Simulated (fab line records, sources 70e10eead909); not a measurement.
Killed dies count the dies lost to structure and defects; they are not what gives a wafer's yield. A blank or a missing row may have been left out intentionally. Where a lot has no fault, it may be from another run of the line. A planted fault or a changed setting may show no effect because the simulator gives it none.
Which of the tools did it? | flow nand-harc | 11 lots with 33 wafers sampled at 6 steps, on a route of 1302 steps

WHAT EACH GAUGE READ, for each wafer
NHARC_P_GATE_CD_MEAS_59 targets a cd of 720 nm. Usual: cd-nm reads 719.8 nm (standard deviation 2.4).
lot  | measured     | on        | cd-nm (nm)        | flag
L693 | day 5 11:25  | cd-sem-03 | 720.4 720.9 721.2 |
L694 | day 5 23:22  | cd-sem-01 | 715.4 720.6 718.8 |
L696 | day 7 02:10  | cd-sem-02 | 719.0 719.5 716.5 |
L698 | day 7 20:59  | cd-sem-01 | 722.0 720.4 724.4 |
L699 | day 8 08:16  | cd-sem-02 | 721.3 720.8 718.5 |
L700 | day 8 09:06  | cd-sem-02 | 717.7 713.7 719.4 |
L701 | day 9 05:14  | cd-sem-01 | 719.6 720.2 722.2 |
L707 | day 11 16:22 | cd-sem-02 | 722.9 722.2 719.6 |
L708 | day 11 23:31 | cd-sem-02 | 722.1 718.9 722.5 |
L711 | day 12 22:50 | cd-sem-01 | 725.7 730.1 727.8 | OFF
L716 | day 15 03:07 | cd-sem-03 | 730.0 730.0 733.4 | OFF

NHARC_END_SORT_01. Usual: killed-at-array 59, standard deviation 20; killed-at-other 0.8, standard deviation 1.2; killed-at-periphery 3.5, standard deviation 2.2; killed-dies 63, standard deviation 20; killed-open 3.3, standard deviation 1.8; killed-short 2.6, standard deviation 1.7.
lot  | measured     | on        | killed-at-array | killed-at-other | killed-at-periphery | killed-dies | killed-open | killed-short | flag
L699 | day 27 04:40 | prober-01 | 87 74 84        | 4 2 3           | 2 3 4               | 93 79 91    | 1 2 6       | 4 5 3        |
L711 | day 31 16:10 | prober-01 | 91 82 87        | 0 0 0           | 6 5 8               | 97 87 95    | 4 2 5       | 5 3 3        |
L716 | day 35 00:32 | prober-01 | 61 68 66        | 0 0 0           | 1 1 0               | 62 69 66    | 0 3 4       | 3 0 1        |

WHAT TOOL EACH LOT RAN ON (gives the tool, then ch and the chambers of the sampled wafers, and finally the start)
lot  | NHARC_P_GATE_HM_OPEN_105                      | NHARC_P_GATE_DESCUM_48             | NHARC_P_GATE_STRIP_111               | NHARC_P_GATE_EXPOSE_56
L693 | rie-diel-07 ch 1,2,3, day 5 09:55 or earlier  | rie-diel-02 ch 1,2, day 5 09:55    | plasma-asher-02 ch 0,1, day 5 10:21  | krf-scanner-03 ch 0, day 5 11:16
L694 | rie-diel-07 ch 0,3, day 5 21:46 or earlier    | rie-diel-03 ch 0,1,2, day 5 21:46  | plasma-asher-02 ch 0,1, day 5 22:05  | krf-scanner-04 ch 0, day 5 23:13
L696 | rie-diel-02 ch 1,2, day 7 00:34 or earlier    | rie-diel-07 ch 1,3, day 7 00:34    | plasma-asher-02 ch 0,1, day 7 00:56  | krf-scanner-03 ch 0, day 7 02:01
L698 | rie-diel-07 ch 0,2,3, day 7 19:23 or earlier  | rie-diel-02 ch 0,1,2, day 7 19:23  | plasma-asher-01 ch 0,1, day 7 19:46  | krf-scanner-03 ch 0, day 7 20:50
L699 | rie-diel-02 ch 0,1,3, day 8 06:42 or earlier  | rie-diel-02 ch 0,1,2, day 8 06:42  | plasma-asher-02 ch 0,1, day 8 07:08  | krf-scanner-02 ch 0, day 8 08:06
L700 | rie-diel-03 ch 1,2,3, day 8 07:17 or earlier  | rie-diel-03 ch 2,3, day 8 07:17    | plasma-asher-01 ch 0,1, day 8 08:01  | krf-scanner-04 ch 0, day 8 08:57
L701 | rie-diel-03 ch 0,1,2, day 9 03:38 or earlier  | rie-diel-07 ch 1,2,3, day 9 03:38  | plasma-asher-01 ch 0,1, day 9 04:00  | krf-scanner-02 ch 0, day 9 05:04
L707 | rie-diel-02 ch 0,1,2, day 11 14:47 or earlier | rie-diel-02 ch 0,1, day 11 14:47   | plasma-asher-01 ch 0,1, day 11 15:08 | krf-scanner-03 ch 0, day 11 16:13
L708 | rie-diel-02 ch 0,3, day 11 21:56 or earlier   | rie-diel-07 ch 0,2,3, day 11 21:56 | plasma-asher-01 ch 0,1, day 11 22:20 | krf-scanner-04 ch 0, day 11 23:21
L711 | rie-diel-02 ch 0,1,3, day 12 21:19 or earlier | rie-diel-07 ch 2,3, day 12 21:19   | plasma-asher-01 ch 0,1, day 12 21:44 | krf-scanner-03 ch 0, day 12 22:41
L716 | rie-diel-07 ch 0,2, day 15 01:29 or earlier   | rie-diel-07 ch 0,1, day 15 01:29   | plasma-asher-01 ch 1, day 15 01:53   | krf-scanner-03 ch 0, day 15 02:58
- NHARC_P_GATE_HM_OPEN_105: chemistry O2/COS, target depth 360 nm.
- NHARC_P_GATE_DESCUM_48: chemistry O2, time 3 s.
- NHARC_P_GATE_STRIP_111: strips in N2/H2, time 250 s.
- NHARC_P_GATE_EXPOSE_56: exposes mask P PSD, target cd 720 nm.

WHAT THE TOOLS THEMSELVES READ (means of the sampled wafers that have a number; where no wafer has one, the mark that the record gives instead)
NHARC_P_GATE_HM_OPEN_105. Usual: drypump-motor-current-A 5.5 A, standard deviation 0.44; o2-flow-sccm 399.9 sccm, standard deviation 1.3; oes-product-au 1.002 a.u., standard deviation 0.011; rf-vpp-V 467 V, standard deviation 3.2; showerhead-plenum-p-Torr 3.13 Torr, standard deviation 0.15; throttle-valve-pct 28.332 %, standard deviation 0.0089.
lot  | tool        | drypump-motor-current-A (A) | o2-flow-sccm (sccm) | oes-product-au (a.u.) | rf-vpp-V (V) | showerhead-plenum-p-Torr (Torr) | throttle-valve-pct (%) | flag
L693 | rie-diel-07 | 5.3                         | 399.9               | 0.996                 | 469          | 3.22                            | 28.341                 |
L694 | rie-diel-07 | 5.4                         | 400.9               | 1.004                 | 469          | 3.24                            | 28.328                 |
L696 | rie-diel-02 | 5.7                         | 399.9               | 0.989                 | 466          | 3.07                            | 28.336                 |
L698 | rie-diel-07 | 5.2                         | 400.3               | 1.012                 | 467          | 3.15                            | 28.335                 |
L699 | rie-diel-02 | 5.5                         | 399.4               | 1.003                 | 464          | 2.96                            | 28.342                 |
L700 | rie-diel-03 | 5.8                         | 399.9               | 1.010                 | 471          | 3.26                            | 28.328                 |
L701 | rie-diel-03 | 5.7                         | 398.7               | 1.004                 | 467          | 3.15                            | 28.338                 |
L707 | rie-diel-02 | 5.6                         | 399.0               | 0.993                 | 465          | 3.05                            | 28.325                 |
L708 | rie-diel-02 | 5.6                         | 400.2               | 1.003                 | 463          | 2.95                            | 28.337                 |
L711 | rie-diel-02 | 5.5                         | 400.0               | 1.007                 | 465          | 2.96                            | 28.336                 |
L716 | rie-diel-07 | 4.9                         | 400.3               | 0.996                 | 467          | 3.10                            | 28.334                 |

NHARC_P_GATE_DESCUM_48. Usual: drypump-motor-current-A 5.4 A, standard deviation 0.43; o2-flow-sccm 200.0 sccm, standard deviation 0.6; oes-product-au 1.001 a.u., standard deviation 0.011; rf-vpp-V 57.8 V, standard deviation 0.93; showerhead-plenum-p-Torr 1.92 Torr, standard deviation 0.095; throttle-valve-pct 11.311 %, standard deviation 0.0094.
lot  | tool        | drypump-motor-current-A (A) | o2-flow-sccm (sccm) | oes-product-au (a.u.) | rf-vpp-V (V) | showerhead-plenum-p-Torr (Torr) | throttle-valve-pct (%) | flag
L693 | rie-diel-02 | 6.0                         | 199.7               | 0.996                 | 58.1         | 1.92                            | 11.304                 |
L694 | rie-diel-03 | 5.7                         | 199.6               | 1.003                 | 58.4         | 1.93                            | 11.323                 |
L696 | rie-diel-07 | 5.5                         | 199.8               | 1.009                 | 57.9         | 2.03                            | 11.309                 |
L698 | rie-diel-02 | 5.6                         | 200.1               | 0.989                 | 58.6         | 1.86                            | 11.312                 |
L699 | rie-diel-02 | 5.6                         | 199.8               | 0.994                 | 58.0         | 1.86                            | 11.310                 |
L700 | rie-diel-03 | 5.7                         | 199.7               | 1.003                 | 58.2         | 1.96                            | 11.302                 |
L701 | rie-diel-07 | 5.2                         | 199.9               | 0.995                 | 57.8         | 1.97                            | 11.310                 |
L707 | rie-diel-02 | 5.2                         | 199.5               | 1.002                 | 56.9         | 1.80                            | 11.320                 |
L708 | rie-diel-07 | 5.2                         | 200.6               | 0.995                 | 58.0         | 1.93                            | 11.311                 |
L711 | rie-diel-07 | 5.1                         | 199.9               | 0.997                 | 56.9         | 1.90                            | 11.305                 |
L716 | rie-diel-07 | 5.1                         | 199.8               | 1.006                 | 57.7         | 2.02                            | 11.304                 |

NHARC_P_GATE_STRIP_111. Usual: drypump-motor-current-A 6.1 A, standard deviation 0.59; heater-power-w 94 W, standard deviation 7.5.
lot  | tool            | drypump-motor-current-A (A) | heater-power-w (W) | flag
L693 | plasma-asher-02 | 5.5                         | 89                 |
L694 | plasma-asher-02 | 5.5                         | 88                 |
L696 | plasma-asher-02 | 5.5                         | 89                 |
L698 | plasma-asher-01 | 6.5                         | 102                |
L699 | plasma-asher-02 | 5.9                         | 86                 |
L700 | plasma-asher-01 | 6.6                         | 97                 |
L701 | plasma-asher-01 | 6.5                         | 102                |
L707 | plasma-asher-01 | 6.6                         | 98                 |
L708 | plasma-asher-01 | 6.5                         | 100                |
L711 | plasma-asher-01 | 6.5                         | 100                |
L716 | plasma-asher-01 | 6.4                         | 102                |

NHARC_P_GATE_EXPOSE_56. Usual: exposure-dose-mJ-cm2 14.811, standard deviation 0.014; stage-vel-mm-s 499.93 mm/s, standard deviation 0.28.
lot  | tool           | exposure-dose-mJ-cm2 | stage-vel-mm-s (mm/s) | flag
L693 | krf-scanner-03 | 14.801               | 499.93                |
L694 | krf-scanner-04 | 14.812               | 499.58                |
L696 | krf-scanner-03 | 14.822               | 500.10                |
L698 | krf-scanner-03 | 14.794               | 499.69                |
L699 | krf-scanner-02 | 14.808               | 499.87                |
L700 | krf-scanner-04 | 14.810               | 499.86                |
L701 | krf-scanner-02 | 14.810               | 499.93                |
L707 | krf-scanner-03 | 14.804               | 499.79                |
L708 | krf-scanner-04 | 14.834               | 499.84                |
L711 | krf-scanner-03 | 15.719               | 500.06                | OFF
L716 | krf-scanner-03 | 15.715               | 499.83                | OFF

THE ANSWER, worked out from the rows above alone
Rule: a lot counts as off when the mean over its wafers that have a number is more than 3 standard deviations away from the usual mean. Also off: a lot with no number at a reading for which 4 or more lots have one. Where the step has rows for the other lots, those lots are counted as sound. Order of review: gauges by route order, followed by the tools' own readings, for which a lot's mean as printed above is used. The first step at which some lot is off is used, and at that step the reading that is off furthest; a lot without a number counts as furthest.
Off: L711, L716 (NHARC_P_GATE_CD_MEAS_59, cd-nm).
If a tool, at a process step before that reading, ran all the lots that are off and no sound lot after the first of them, it fits. The gauges at NHARC_P_GATE_CD_MEAS_59 aren't tried: what is off there is off at NHARC_P_GATE_EXPOSE_56 too, on other tools, and a gauge's error can't cause that. NHARC_P_GATE_HM_OPEN_105 gives no start for some lots, so the hours and the order of its lots are those of NHARC_P_GATE_DESCUM_48. Can't be told from this: 3 tools fit, rie-diel-07 at NHARC_P_GATE_DESCUM_48, plasma-asher-01 at NHARC_P_GATE_STRIP_111, krf-scanner-03 at NHARC_P_GATE_EXPOSE_56.

WHAT THE SIMULATOR HAD INSERTED
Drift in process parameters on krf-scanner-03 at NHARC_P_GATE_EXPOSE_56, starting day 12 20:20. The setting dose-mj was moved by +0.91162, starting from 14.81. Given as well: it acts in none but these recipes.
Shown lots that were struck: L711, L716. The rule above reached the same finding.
